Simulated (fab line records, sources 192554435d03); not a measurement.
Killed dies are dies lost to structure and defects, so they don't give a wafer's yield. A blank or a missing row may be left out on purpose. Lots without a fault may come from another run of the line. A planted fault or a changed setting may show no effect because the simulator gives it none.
Which tool did it? | flow n5_finfet | 10 lots, 30 wafers sampled, at 2 steps of a route of 1938

WHAT THE GAUGES READ, wafer by wafer
N5_BEOL_M4_THK_MEAS_53: measures by xrf. Usual: M4_THK 40.0 nm, standard deviation 1.7.
lot  | measured     | on            | M4_THK (nm)    | flag
L283 | day 8 18:20  | film_metro-02 | 40.4 40.7 39.1 |
L286 | day 9 14:56  | film_metro-01 | 40.6 40.6 41.0 |
L289 | day 10 14:30 | film_metro-01 | 39.5 41.5 40.1 |
L291 | day 10 19:13 | film_metro-01 | 39.3 38.4 35.4 |
L290 | day 11 07:47 | film_metro-01 | 39.1 37.8 39.5 |
L295 | day 11 21:39 | film_metro-01 | 38.4 39.7 41.8 |
L298 | day 12 13:36 | film_metro-01 | 42.1 40.7 42.2 |
L300 | day 13 00:08 | film_metro-01 | 42.1 41.0 38.6 |
L302 | day 13 03:01 | film_metro-02 | 37.7 39.2 38.4 |
L304 | day 13 07:25 | film_metro-02 | 40.7 41.9 39.6 |

WHICH TOOL RAN EACH LOT (tool, then ch and the chambers of the sampled wafers, then the start)
lot  | N5_BEOL_M4_ANNEAL_89
L283 | pvd_sputter-03, day 8 16:45
L286 | pvd_sputter-03, day 9 13:20
L289 | pvd_sputter-01, day 10 12:55
L291 | pvd_sputter-03, day 10 17:15
L290 | pvd_sputter-02, day 11 06:11
L295 | pvd_sputter-03, day 11 20:04
L298 | pvd_sputter-02, day 12 12:01
L300 | pvd_sputter-02, day 12 22:29
L302 | pvd_sputter-01, day 13 01:09
L304 | pvd_sputter-01, day 13 05:49
- N5_BEOL_M4_ANNEAL_89: time 240 s.

WHAT THE TOOLS THEMSELVES READ (means of the sampled wafers that have a number; where no wafer has one, the mark that the record gives instead)
N5_BEOL_M4_ANNEAL_89. Usual: heater_power_w 809 W, standard deviation 81; susceptor_temp_C 399.98 C, standard deviation 0.26.
lot  | tool           | heater_power_w (W) | susceptor_temp_C (C) | flag
L283 | pvd_sputter-03 | 773                | 400.23               |
L286 | pvd_sputter-03 | 782                | 399.97               |
L289 | pvd_sputter-01 | 781                | 400.15               |
L291 | pvd_sputter-03 | 850                | 399.51               |
L290 | pvd_sputter-02 | 761                | 400.13               |
L295 | pvd_sputter-03 | 827                | 399.92               |
L298 | pvd_sputter-02 | 835                | 400.04               |
L300 | pvd_sputter-02 | 812                | 400.17               |
L302 | pvd_sputter-01 | 832                | 400.08               |
L304 | pvd_sputter-01 | 850                | 400.17               |

THE ANSWER, worked out from the rows above alone
Rule: a lot is off if the mean of its wafers that have a number lies more than 3 standard deviations from the usual mean. A lot without any number at a reading at which 4 lots or more have one is off too. The other lots that the step has rows for count as sound. The gauges are gone through in route order, then the tools' own readings, and for those a lot's mean is taken as printed above. The first step at which some lot is off is used, and at that step the reading that is off furthest; a lot without a number counts as furthest.
No lot is off at any reading shown: from this, nothing can be told.

WHAT THE SIMULATOR HAD PUT IN
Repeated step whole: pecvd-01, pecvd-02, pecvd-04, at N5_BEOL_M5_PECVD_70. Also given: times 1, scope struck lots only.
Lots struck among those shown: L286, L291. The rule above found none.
